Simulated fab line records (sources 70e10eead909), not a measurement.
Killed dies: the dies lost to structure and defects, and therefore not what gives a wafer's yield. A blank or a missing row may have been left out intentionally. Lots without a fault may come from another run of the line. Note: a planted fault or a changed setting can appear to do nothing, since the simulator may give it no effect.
fab line records -- flow nandHarc
[record] lots = 5, wafers = 15, lastDay = 23
route steps=1159 shown P_CONTACT@217 END@1159
lots that met no fault: taken from a fault-free run of the same line
startH: hours from the record's first day to the start of the lot's first wafer shown -- waitH: hours elapsed since this lot's preceding step -- " as in the row above -- L1.1+2: a row that stands for several wafers -- - no value, or no start given -- * or withheld: withheld -- < > ~ a bound
route shown NAME@n: NAME is a module with steps in the file, n the number in the route of the first one -- usual: mean/standard deviation of fault-free wafers -- same: alike in all rows -- chamber/n: place in a boat -- sites: per-site readings -- _std_site: standard deviation of those values -- _edge_site: mean of outer sites minus mean of inner sites -- radiusMm: for every site, how far away it sits from the centre of the wafer -- mask NAME#n: copy n -- behind: the most recent tool/chamber to have shaped the wafer -- hold: reason for holding the lot/hours on hold/outcome of the hold -- device: the n, p or np transistor that did not switch -- end of line: the route-end tests of the same wafers -- a step with no rows: only its recipe -- killed: not the wafer's yield, but the dies lost to structure and defects at the first sort -- map: a wafer's dies, marking killed ones x, the rest . and places with no die _
set.NAME: setting as actually run; set.NAME@STEP: the setting as run at that earlier step -- model.NAME: the simulator's own value behind a step, which no gauge read
a table for each step, a row for each wafer; lots at some steps of the route
services: from which hour (startH, from the record's first day; less than 0 if before it) a tool's chamber was out of use, for how many hours, and why
[[steps]]
[step NHARC_P_CONTACT_DEP_30]
[recipe] targetThkA = 300, tempC = 400, targetThkNm = 30, flowSccm = 200, rfW = 450, material = SiNx
[usual] heaterPowerW = 715/76, susceptorTempC = 400.02/0.23
lot.wafer,tool,chamber,startH,waitH,heaterPowerW,susceptorTempC
L147.3,pecvd-01,1,125.57,0.1,752,399.88
L147.4,pecvd-01,0,125.57,0.1,700,399.65
L147.6,pecvd-01,1,125.57,0.1,754,399.83
L154.3,pecvd-04,1,174.41,0.1,697,399.97
L154.2,pecvd-04,2,174.41,0.1,740,400.09
L154.4,pecvd-04,0,174.41,0.1,822,399.66
L156.2,pecvd-01,2,188.78,0.1,652,399.79
L156.6,pecvd-01,1,188.78,0.1,743,400.04
L156.4,pecvd-01,2,188.78,0.1,668,400.17
L162.5,pecvd-01,0,217.37,0.2,697,399.76
L162.4,pecvd-01,1,217.37,0.2,724,400.27
L162.6,pecvd-01,2,217.37,0.2,619,400.15
L161.2,pecvd-01,0,218.52,0.1,592,400.21
L161.6,pecvd-01,2,218.52,0.1,534,400.42
L161.4,pecvd-01,1,218.52,0.1,648,400.03
[step NHARC_P_CONTACT_DEP_00]
[recipe] targetThkA = 5000, tempC = 400, pressureTorr = 6.5, rfW = 900, teosFlowSccm = 161.4, flowSccm = 2650, targetThkNm = 500, gas = O2, material = SiO2
[usual] chamberPressureTorr = 6.500/0.015, heaterPowerW = 556/76, susceptorTempC = 399.99/0.21, throttleValvePct = 15.8/0.52
lot.wafer,tool,chamber,startH,waitH,chamberPressureTorr,heaterPowerW,susceptorTempC,throttleValvePct
L147.3,pecvd-01,1,-,-,6.493,518,400.31,16.1
L147.4,pecvd-01,0,-,-,6.522,411,400.05,15.0
L147.6,pecvd-01,1,-,-,6.484,548,399.99,15.9
L154.3,pecvd-04,1,-,-,6.483,644,400.08,16.2
L154.2,pecvd-04,2,-,-,6.489,590,399.84,15.7
L154.4,pecvd-04,0,-,-,6.499,683,399.79,16.8
L156.2,pecvd-01,2,-,-,6.500,435,399.85,15.9
L156.6,pecvd-01,1,-,-,6.521,603,400.18,15.9
L156.4,pecvd-01,2,-,-,6.516,461,399.74,15.3
L162.5,pecvd-01,0,-,-,6.490,504,399.97,15.0
L162.4,pecvd-01,1,-,-,6.486,531,400.11,16.2
L162.6,pecvd-01,2,-,-,6.510,462,400.04,15.7
L161.2,pecvd-01,0,-,-,6.500,532,399.72,15.2
L161.6,pecvd-01,2,-,-,6.519,491,400.26,15.8
L161.4,pecvd-01,1,-,-,6.516,590,399.87,16.2
[step NHARC_P_CONTACT_CMP_01]
[recipe] targetThkNm = 200, material = SiO2
[usual] edgeZonePressureFrac = 0.999/0.0053, motorCurrentA = 11.8/1.3, padLifeWafers = 286/170
lot.wafer,tool,chamber,startH,waitH,edgeZonePressureFrac,motorCurrentA,padLifeWafers
L147.4,cmp-02,1,126.27,-,0.991,12.8,553
L147.3,cmp-02,2,126.27,-,0.999,11.3,554
L147.6,cmp-02,1,126.27,-,1.005,13.1,-
L154.4,cmp-02,1,175.12,-,0.997,12.8,336
L154.3,cmp-02,2,175.12,-,1.004,11.5,337
L154.2,cmp-02,0,175.12,-,1.003,11.9,339
L156.2,cmp-03,0,189.49,-,0.996,14.8,175
L156.4,cmp-03,2,189.49,-,0.986,12.3,177
L156.6,cmp-03,3,189.49,-,1.000,10.5,-
L162.4,cmp-03,2,218.04,-,0.999,12.4,357
L162.6,cmp-03,3,218.04,-,1.001,9.8,-
L162.5,cmp-03,0,218.04,-,0.995,13.9,-
L161.2,cmp-04,1,219.24,-,0.997,12.3,44
L161.4,cmp-04,2,219.24,-,1.005,11.1,45
L161.6,cmp-04,3,219.24,-,0.992,12.4,-
[step NHARC_P_CONTACT_SRD_03]
[step NHARC_P_CONTACT_DEHYDRATE_04]
[recipe] tempC = 150, timeS = 120
[step NHARC_P_CONTACT_HMDS_05]
[recipe] timeS = 30
[step NHARC_P_CONTACT_COAT_33]
[recipe] tempC = 260, timeS = 75
[step NHARC_P_CONTACT_COAT_34]
[recipe] tempC = 225, timeS = 65
[step NHARC_P_CONTACT_COAT_06]
[recipe] spinRpm = 1500, resistThkNm = 90
[step NHARC_P_CONTACT_SOFTBAKE_07]
[recipe] tempC = 105, timeS = 55
[step NHARC_P_CONTACT_EBR_08]
[step NHARC_P_CONTACT_EXPOSE_09]
[recipe] na = 1.35, targetCdNm = 90, doseMj = 81.26, maskId = P_CA
lot.wafer,tool,chamber,startH,waitH,mask
L147.3+4+6,arfiScanner-03,0,126.82,-,P_CA_R1#0
L154.2+3+4,arfiScanner-02,0,175.82,-,P_CA#0
L156.2+4+6,arfiScanner-03,0,190.03,-,P_CA#0
L162.4+5+6,arfiScanner-01,0,218.67,-,P_CA#0
L161.2+4+6,arfiScanner-01,0,219.77,-,P_CA#0
[step NHARC_P_CONTACT_PEB_10]
[recipe] pebTempC = 100, pebTimeS = 65
[step NHARC_P_CONTACT_DEVELOP_11]
[recipe] developTimeS = 35, devTempC = 23
[step NHARC_P_CONTACT_CD_MEAS_12]
[recipe] targetCdNm = 90, landingEnergyEv = 500
[usual] cdNm = 89.7/0.72
lot.wafer,tool,chamber,startH,waitH,cdNm
L147.3,cdSem-02,0,126.96,-,84.1
L147.4,cdSem-02,0,126.96,-,84.5
L147.6,cdSem-02,0,126.96,-,84.8
L154.2,cdSem-01,0,175.95,-,88.8
L154.3,cdSem-01,0,175.95,-,89.3
L154.4,cdSem-01,0,175.95,-,90.3
L156.2,cdSem-03,0,190.17,-,88.9
L156.4,cdSem-03,0,190.17,-,89.0
L156.6,cdSem-03,0,190.17,-,88.3
L162.4,cdSem-03,0,218.81,-,89.5
L162.5,cdSem-03,0,218.81,-,90.6
L162.6,cdSem-03,0,218.81,-,91.0
L161.2,cdSem-02,0,219.91,-,90.7
L161.4,cdSem-02,0,219.91,-,89.4
L161.6,cdSem-02,0,219.91,-,90.3
[step NHARC_P_CONTACT_OVL_MEAS_13]
[usual] overlayXNm = -0.3/0.77, overlayYNm = 0.0/0.95
lot.wafer,tool,chamber,startH,waitH,overlayXNm,overlayYNm
L147.3,overlay-02,-,127.04,-,-1.0,-0.5
L147.4,overlay-02,-,127.04,-,-1.0,-0.3
L147.6,overlay-02,-,127.04,-,-1.7,-0.3
L154.2,overlay-01,-,176.04,-,1.6,0.3
L154.3,overlay-01,-,176.04,-,1.7,0.5
L154.4,overlay-01,-,176.04,-,1.5,-0.6
L156.2,overlay-02,-,190.25,-,0.3,-0.4
L156.4,overlay-02,-,190.25,-,0.3,0.3
L156.6,overlay-02,-,190.25,-,0.3,0.4
L162.4,overlay-02,-,218.89,-,-0.6,0.0
L162.5,overlay-02,-,218.89,-,-0.9,-0.1
L162.6,overlay-02,-,218.89,-,-1.3,0.1
L161.2,overlay-02,-,219.99,-,-1.4,1.1
L161.4,overlay-02,-,219.99,-,-1.7,0.8
L161.6,overlay-02,-,219.99,-,-0.9,2.0
[step NHARC_P_CONTACT_INSPECT_14]
[usual] rawDefectCount = 3.9/2
lot.wafer,tool,chamber,startH,waitH,rawDefectCount
L147.3,defectInspect-01,-,127.08,0.0,5
L147.4,defectInspect-01,-,127.08,0.0,4
L147.6,defectInspect-01,-,127.08,0.0,2
L154.2,defectInspect-01,-,176.08,0.0,1
L154.3,defectInspect-01,-,176.08,0.0,1
L154.4,defectInspect-01,-,176.08,0.0,3
L156.2,defectInspect-01,-,190.29,0.0,4
L156.4,defectInspect-01,-,190.29,0.0,2
L156.6,defectInspect-01,-,190.29,0.0,4
L162.4,defectInspect-01,-,218.93,0.0,3
L162.5,defectInspect-01,-,218.93,0.0,6
L162.6,defectInspect-01,-,218.93,0.0,2
L161.2,defectInspect-01,-,220.03,0.0,5
L161.4,defectInspect-01,-,220.03,0.0,3
L161.6,defectInspect-01,-,220.03,0.0,2
[step NHARC_P_CONTACT_DESCUM_17]
[recipe] timeS = 3, o2FlowSccm = 200, arFlowSccm = 0, biasPowerW = 0, chemistry = O2
[usual] chamberPressureMTorr = 60.00/0.055, drypumpMotorCurrentA = 5.9/0.53, oesProductAu = 0.996/0.011, rfVppV = 57.6/0.94, showerheadPlenumPTorr = 1.89/0.073, throttleValvePct = 11.310/0.0091
[same] timeS = 3
lot.wafer,tool,chamber,startH,waitH,chamberPressureMTorr,drypumpMotorCurrentA,oesProductAu,rfHoursCounterH,rfVppV,showerheadPlenumPTorr,throttleValvePct,model.P_CONTACT.cdNm
L147.4,rieDiel-05,2,127.14,0.1,60.08,5.4,0.996,16,58.7,2.00,11.324,84.37
L147.3,rieDiel-05,0,127.14,0.1,59.97,6.4,0.984,10,58.1,1.92,11.294,83.49
L147.6,rieDiel-05,2,127.14,0.1,60.06,5.4,0.994,-,59.5,2.00,11.307,85.09
L154.3,rieDiel-05,2,176.14,0.1,60.01,5.5,0.985,0,57.0,1.99,11.316,89.73
L154.2,rieDiel-05,0,176.14,0.1,60.02,6.4,0.987,1,57.6,1.92,11.304,88.2
L154.4,rieDiel-05,1,176.14,0.1,59.96,6.3,0.965,0,59.1,2.01,11.328,90.76
L156.4,rieDiel-05,1,190.36,0.1,59.97,6.3,0.983,1,57.6,2.01,11.327,89.04
L156.2,rieDiel-05,3,190.36,0.1,60.00,6.2,0.990,2,58.3,1.85,11.311,89.02
L156.6,rieDiel-05,0,190.36,0.1,59.99,6.4,0.975,-,58.8,1.92,11.299,88.29
L162.4,rieDiel-01,3,218.99,0.1,59.97,5.9,1.012,7,57.8,1.83,11.300,88.76
L162.6,rieDiel-01,2,218.99,0.1,60.00,5.1,1.005,-,56.2,1.86,11.283,90.55
L162.5,rieDiel-01,3,218.99,0.1,60.06,5.9,1.003,-,57.5,1.83,11.292,89.61
L161.2,rieDiel-05,1,220.11,0.1,59.93,6.4,0.982,5,58.4,2.01,11.312,90.93
L161.6,rieDiel-05,2,220.11,0.1,60.00,5.5,0.998,-,57.5,1.99,11.317,90.92
L161.4,rieDiel-05,0,220.11,0.1,60.01,6.4,0.989,-,58.1,1.92,11.298,89.42
[step NHARC_P_CONTACT_ETCH_35]
[recipe] targetDepthA = 390, overEtchFrac = 0.3, timeS = 65, ionEnergyEv = 80, cf4FlowSccm = 150, arFlowSccm = 0, rfW = 300, biasW = 100, chemistry = CF4
[usual] chamberPressureMTorr = 50.00/0.049, drypumpMotorCurrentA = 5.9/0.55, oesProductAu = 0.996/0.012, rfVppV = 151.1/1, showerheadPlenumPTorr = 1.75/0.061, throttleValvePct = 13.284/0.009
[same] timeS = 65
lot.wafer,tool,chamber,startH,waitH,chamberPressureMTorr,drypumpMotorCurrentA,oesProductAu,rfHoursCounterH,rfVppV,showerheadPlenumPTorr,throttleValvePct
L147.4,rieDiel-05,2,127.23,0.1,50.09,5.5,0.996,16,152.5,1.84,13.285
L147.3,rieDiel-05,3,127.23,0.1,50.00,6.2,0.982,16,151.1,1.72,13.284
L147.6,rieDiel-05,1,127.23,0.1,49.90,6.3,0.993,-,152.8,1.85,13.281
L154.3,rieDiel-05,3,176.22,0.1,49.99,6.2,0.988,1,150.6,1.72,13.286
L154.4,rieDiel-05,0,176.22,0.1,50.02,6.4,0.982,1,151.7,1.78,13.275
L154.2,rieDiel-05,2,176.22,0.1,50.04,5.5,0.989,0,151.4,1.84,13.266
L156.4,rieDiel-05,0,190.44,0.1,50.00,6.4,0.984,2,151.5,1.78,13.282
L156.2,rieDiel-05,3,190.44,0.1,49.97,6.2,0.982,2,149.8,1.72,13.284
L156.6,rieDiel-05,0,190.44,0.1,50.02,6.4,0.982,-,153.0,1.78,13.295
L162.4,rieDiel-01,3,219.26,0.3,50.02,5.9,1.001,7,151.2,1.69,13.281
L162.5,rieDiel-01,0,219.26,0.3,50.09,5.3,1.003,-,150.4,1.67,13.284
L162.6,rieDiel-01,1,219.26,0.3,49.89,6.6,0.997,-,150.7,1.75,13.270
L161.2,rieDiel-05,0,220.29,0.2,50.00,6.4,0.973,5,152.5,1.78,13.277
L161.4,rieDiel-05,1,220.29,0.2,49.98,6.3,0.972,-,150.9,1.85,13.276
L161.6,rieDiel-05,2,220.29,0.2,50.04,5.4,0.988,-,151.0,1.84,13.275
[step NHARC_P_CONTACT_ETCH_36]
[recipe] targetDepthA = 2600, overEtchFrac = 0.25, timeS = 406.25, ionEnergyEv = 200, n2FlowSccm = 150, h2FlowSccm = 150, arFlowSccm = 0, rfW = 400, biasW = 150, chemistry = N2/H2
[usual] chamberPressureMTorr = 30.002/0.029, drypumpMotorCurrentA = 5.9/0.56, oesProductAu = 0.995/0.012, rfVppV = 430.0/2.3, showerheadPlenumPTorr = 2.02/0.079, throttleValvePct = 14.171/0.0091
[same] timeS = 406.25
lot.wafer,tool,chamber,startH,waitH,chamberPressureMTorr,drypumpMotorCurrentA,oesProductAu,rfHoursCounterH,rfVppV,showerheadPlenumPTorr,throttleValvePct
L147.4,rieDiel-05,1,-,-,29.947,6.4,0.990,14,433.6,2.15,14.178
L147.3,rieDiel-05,3,-,-,30.022,6.2,1.000,16,427.8,1.97,14.172
L147.6,rieDiel-05,1,-,-,30.017,6.4,1.004,-,431.8,2.15,14.163
L154.4,rieDiel-05,3,-,-,30.043,6.2,0.997,1,428.9,1.97,14.184
L154.3,rieDiel-05,0,-,-,30.009,6.4,0.979,1,430.8,2.05,14.175
L154.2,rieDiel-05,2,-,-,29.993,5.4,0.995,0,431.9,2.13,14.175
L156.4,rieDiel-05,1,-,-,30.008,6.4,0.976,2,432.5,2.15,14.172
L156.2,rieDiel-05,2,-,-,29.979,5.4,0.999,2,433.6,2.13,14.177
L156.6,rieDiel-05,1,-,-,29.979,6.4,0.973,-,434.7,2.15,14.160
L162.4,rieDiel-01,3,-,-,30.037,5.9,1.024,7,428.4,1.94,14.191
L162.6,rieDiel-01,1,-,-,29.927,6.6,1.007,-,431.2,2.02,14.159
L162.5,rieDiel-01,2,-,-,29.984,5.1,1.000,-,430.1,1.98,14.174
L161.2,rieDiel-05,2,-,-,29.980,5.4,0.996,5,432.6,2.13,14.164
L161.6,rieDiel-05,1,-,-,29.987,6.4,0.972,-,432.2,2.14,14.187
L161.4,rieDiel-05,0,-,-,30.021,6.4,0.980,-,429.7,2.05,14.175
[step NHARC_P_CONTACT_ETCH_18]
[recipe] targetDepthA = 4810, timeS = 240.5, c4f8FlowSccm = 20, o2FlowSccm = 10, arFlowSccm = withheld, rfW = 600, biasW = 1500, chemistry = C4F8/O2/Ar
[step NHARC_P_CONTACT_STRIP_37]
[recipe] c4f8FlowSccm = withheld, o2FlowSccm = 8, arFlowSccm = withheld, biasW = 0, chemistry = C4F8/O2/Ar
[step NHARC_P_CONTACT_ETCH_31]
[recipe] targetDepthA = 300, timeS = 85.7, ionEnergyEv = 120, overEtchFrac = 1, ch3fFlowSccm = 50, o2FlowSccm = 30, arFlowSccm = 200, rfW = 500, biasW = 100, chemistry = CH3F/O2
[usual] chamberPressureMTorr = 25.001/0.022, drypumpMotorCurrentA = 5.9/0.54, oesProductAu = 0.977/0.015, rfVppV = 244.1/1.5, showerheadPlenumPTorr = 2.43/0.094, throttleValvePct = 20.664/0.0088
[same] timeS = 85.7
lot.wafer,tool,chamber,startH,waitH,chamberPressureMTorr,drypumpMotorCurrentA,oesProductAu,rfHoursCounterH,rfVppV,showerheadPlenumPTorr,throttleValvePct,model.P_CONTACT.cdNm
L147.4,rieDiel-05,2,-,-,25.010,5.4,0.970,16,246.0,2.56,20.651,85.42
L147.3,rieDiel-05,3,-,-,24.965,6.2,0.972,16,244.3,2.39,20.656,83.37
L147.6,rieDiel-05,0,-,-,25.020,6.4,0.975,-,244.7,2.47,20.668,83.83
L154.2,rieDiel-05,0,-,-,25.006,6.4,0.965,1,245.3,2.47,20.650,88.31
L154.4,rieDiel-05,1,-,-,25.014,6.4,0.968,1,246.1,2.58,20.676,92.23
L154.3,rieDiel-05,3,-,-,24.995,6.2,0.969,1,242.5,2.38,20.662,91.3
L156.2,rieDiel-05,0,-,-,24.996,6.5,0.948,2,244.8,2.47,20.670,88.58
L156.4,rieDiel-05,1,-,-,25.014,6.4,0.947,2,246.3,2.58,20.661,88.45
L156.6,rieDiel-05,2,-,-,24.970,5.5,0.986,-,246.3,2.56,20.665,87.66
L162.4,rieDiel-01,1,-,-,25.026,6.6,0.971,7,243.5,2.43,20.668,88.39
L162.6,rieDiel-01,2,-,-,24.995,5.1,0.972,-,244.3,2.39,20.671,92.64
L162.5,rieDiel-01,3,-,-,25.033,5.9,0.979,-,242.5,2.35,20.678,85.78
L161.2,rieDiel-05,0,-,-,25.001,6.4,0.947,5,244.9,2.47,20.666,90.28
L161.4,rieDiel-05,2,-,-,24.957,5.5,0.972,-,244.5,2.56,20.657,90.02
L161.6,rieDiel-05,0,-,-,25.015,6.4,0.956,-,243.7,2.47,20.645,90.25
[step NHARC_P_CONTACT_CD_MEAS_19]
[usual] cdNm = 88.9/1.5
lot.wafer,tool,chamber,startH,waitH,cdNm
L147.3,cdSem-01,-,128.01,-,83.3
L147.4,cdSem-01,-,128.01,-,85.6
L147.6,cdSem-01,-,128.01,-,84.0
L154.2,cdSem-01,-,177.02,-,88.4
L154.3,cdSem-01,-,177.02,-,91.0
L154.4,cdSem-01,-,177.02,-,92.6
L156.2,cdSem-02,-,191.24,-,88.7
L156.4,cdSem-02,-,191.24,-,88.4
L156.6,cdSem-02,-,191.24,-,87.6
L162.4,cdSem-03,-,220.03,-,88.3
L162.5,cdSem-03,-,220.03,-,85.7
L162.6,cdSem-03,-,220.03,-,92.4
L161.2,cdSem-02,-,221.21,-,90.3
L161.4,cdSem-02,-,221.21,-,89.8
L161.6,cdSem-02,-,221.21,-,90.2
[step NHARC_END_SORT_01]
[recipe] tempC = 25
[usual] killedAtArray = 29/8.4, killedAtOther = 0.7/1.2, killedAtPeriphery = 3.8/2.1, killedDies = 33/9, killedOpen = 3.4/2, killedShort = 2.1/1.4
[same] grossDies = 677
lot.wafer,tool,chamber,startH,waitH,killedAtArray,killedAtOther,killedAtPeriphery,killedDies,killedOpen,killedShort
L156.2,prober-01,0,519.75,2.8,31,1,2,34,4,2
L156.4,prober-01,0,521.35,3.4,26,0,1,27,2,2
L156.6,prober-01,0,522.95,4.0,27,0,3,30,2,5
// killed by level:class
L156.2 A_SLIT:chamberFilmFlake=14 A_CHANNEL_HOLE_D1:chamberFilmFlake=6 A_STAIRCASE:chamberFilmFlake=4 A_CONTACT:chamberFilmFlake=3 P_CONTACT:geometricParticle:open=1 A_SGD_CUT:geometricParticle:short=1 A_WL_FILL:geometricParticle:short=1 A_WL_FILL:geometricParticle:open=1
L156.4 A_SLIT:chamberFilmFlake=14 A_CHANNEL_HOLE_D1:chamberFilmFlake=3 A_STAIRCASE:chamberFilmFlake=3 A_ONON_D1:geometricParticle:short=1 A_CONTACT:geometricParticle:open=1 A_BLC:geometricParticle:short=1 A_M0:geometricParticle:open=1 P_STI:chamberFilmFlake=1
L156.6 A_SLIT:chamberFilmFlake=12 A_CHANNEL_HOLE_D1:chamberFilmFlake=4 A_STAIRCASE:chamberFilmFlake=4 P_CONTACT:geometricParticle:short=2 A_ONON_D1:geometricParticle:short=1 A_CHANNEL_FILL_D1:geometricParticle:short=1 A_CONTACT:geometricParticle:open=1 A_CONTACT:geometricParticle:short=1
[[services]]
tool,chamber,startH,hours,kind
rieDiel-05,1,101.82,9.5,repair
cmp-04,-,105.09,4.0,pm
cmp-04,-,109.51,63.9,repair
cmp-02,-,117.74,0.6,repair
cmp-02,-,128.64,4.0,pm
arfiScanner-03,-,135.11,0.3,repair
rieDiel-01,-,137.80,9.0,pm
arfiScanner-03,-,140.00,4.0,pm
arfiScanner-01,-,149.53,4.7,repair
rieDiel-05,2,154.67,5.7,repair
arfiScanner-02,-,154.99,0.7,repair
cmp-03,-,156.26,4.0,pm
pecvd-04,0,158.15,4.9,repair
arfiScanner-03,-,158.70,4.5,repair
arfiScanner-02,-,160.71,1.0,repair
rieDiel-05,-,163.60,9.0,pm
cmp-02,-,177.95,2.4,repair
cmp-04,-,179.18,2.1,repair
pecvd-04,-,195.09,13.0,pm
arfiScanner-01,-,196.00,4.0,pm
arfiScanner-01,-,200.44,7.2,repair
rieDiel-05,3,202.44,21.7,repair
cmp-04,-,203.09,4.0,pm
arfiScanner-01,-,208.39,1.1,repair
[[key]]
[firstSign] step = NHARC_P_CONTACT_EXPOSE_09, reading = mask, direction = changed
[effect] step = NHARC_P_CONTACT_CD_MEAS_12, reading = cdNm, direction = down, sigmas = 7.4, usual = 89.7, struck = 84.4
[effect] step = NHARC_P_CONTACT_CD_MEAS_19, reading = cdNm, direction = down, sigmas = 3, usual = 88.9, struck = 84.3
[modelEffect] step = NHARC_P_CONTACT_DESCUM_17, value = P_CONTACT.cdNm, without = 89.71, struck = 84.31
[modelEffect] step = NHARC_P_CONTACT_ETCH_31, value = P_CONTACT.cdNm, without = 89.6, struck = 84.2
metAt NHARC_P_CONTACT_EXPOSE_09
struckWafers L147.3,L147.4,L147.6
testerLeftOut L147
[fault] kind = wrongMask, tool = any, chamber = -, onsetH = 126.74, steps = NHARC_P_CONTACT_EXPOSE_09, auxCopy = P_CA_R1#0, cdOffsetNm = -5.3914, scope = struckLotsOnly
// testerLeftOut: of these lots the tester's yield and bins aren't shown, on N5 and GAA mostly nor the transistor test; their killed dies are dies lost to structure and defects alone, not to doping, threshold or leakage, so they don't give the yield
